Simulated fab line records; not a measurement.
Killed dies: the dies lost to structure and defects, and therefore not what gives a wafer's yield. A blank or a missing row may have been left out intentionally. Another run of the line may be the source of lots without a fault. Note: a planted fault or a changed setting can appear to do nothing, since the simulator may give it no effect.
Which tool was responsible? | flow nand-harc | Sampling: 12 lots, 36 wafers, 3 of 1302 route steps

## WHAT THE GAUGES READ, wafer by wafer
NHARC_P_M2_INSPECT_27.
lot  | measured     | on                | raw-defect-count
L074 | day 6 18:44  | defect-inspect-01 | 282 278 139
L077 | day 7 21:41  | defect-inspect-01 | 180 281 240
L079 | day 8 17:23  | defect-inspect-01 | 349 376 606
L081 | day 9 14:59  | defect-inspect-01 | 460 294 371
L083 | day 10 05:34 | defect-inspect-01 | 166 306 373
L085 | day 11 04:56 | defect-inspect-02 | 273 216 233
L087 | day 11 19:25 | defect-inspect-01 | 164 189 213
L089 | day 12 19:40 | defect-inspect-02 | 324 826 309
L091 | day 13 19:01 | defect-inspect-01 | 200 216 185
L093 | day 14 12:46 | defect-inspect-01 | 468 346 533
L095 | day 15 04:41 | defect-inspect-02 | 346 612 372
L097 | day 15 22:40 | defect-inspect-01 | 209 280 303

## WHICH TOOL RAN EACH LOT (tool, then ch and the chambers of the sampled wafers, then the start)
lot  | NHARC_P_M2_PVD_20                       | NHARC_P_M2_CMP_23
L074 | pvd-sputter-01, day 6 18:16 or earlier  | cmp-01 ch 1,2,3, day 6 18:16
L077 | pvd-sputter-01, day 7 21:13 or earlier  | cmp-02 ch 0,1,3, day 7 21:13
L079 | pvd-sputter-02, day 8 16:56 or earlier  | cmp-02 ch 0,1,2, day 8 16:56
L081 | pvd-sputter-03, day 9 14:35 or earlier  | cmp-01 ch 0,1,2, day 9 14:35
L083 | pvd-sputter-03, day 10 05:10 or earlier | cmp-02 ch 0,1,2, day 10 05:10
L085 | pvd-sputter-01, day 11 04:30 or earlier | cmp-01 ch 2,3, day 11 04:30
L087 | pvd-sputter-03, day 11 18:56 or earlier | cmp-02 ch 0,1, day 11 18:56
L089 | pvd-sputter-02, day 12 19:13 or earlier | cmp-04 ch 0,3, day 12 19:13
L091 | pvd-sputter-03, day 13 18:36 or earlier | cmp-04 ch 1,2,3, day 13 18:36
L093 | pvd-sputter-03, day 14 12:19 or earlier | cmp-04 ch 0,1,3, day 14 12:19
L095 | pvd-sputter-02, day 15 04:14 or earlier | cmp-04 ch 0,2,3, day 15 04:14
L097 | pvd-sputter-01, day 15 22:11 or earlier | cmp-04 ch 1,3, day 15 22:11
- NHARC_P_M2_PVD_20: deposits TaN, target thk 5 nm, time 8.06 s.
- NHARC_P_M2_CMP_23: polishes, t overpolish 20 s, target thk 144.3 nm.

## THE ANSWER, worked out from the rows above alone
Rule: the usual values come from the lots themselves. The widest of any qualifying gaps counts: lots, ordered by their means at a reading, are off when they make up no more than a third of the lots, leave a main group of 4 or more, and stand apart from it by 3 or more times the standard deviation of that group's means. Not used: any main group whose means are identical at the precision the tables above print for the reading. A lot without any number at a reading at which 4 lots or more have one is off too. Any other lot the step has rows for is counted as sound.
No lot is off on any of the readings shown, so nothing can be concluded from this.

## WHAT THE SIMULATOR HAD INSERTED
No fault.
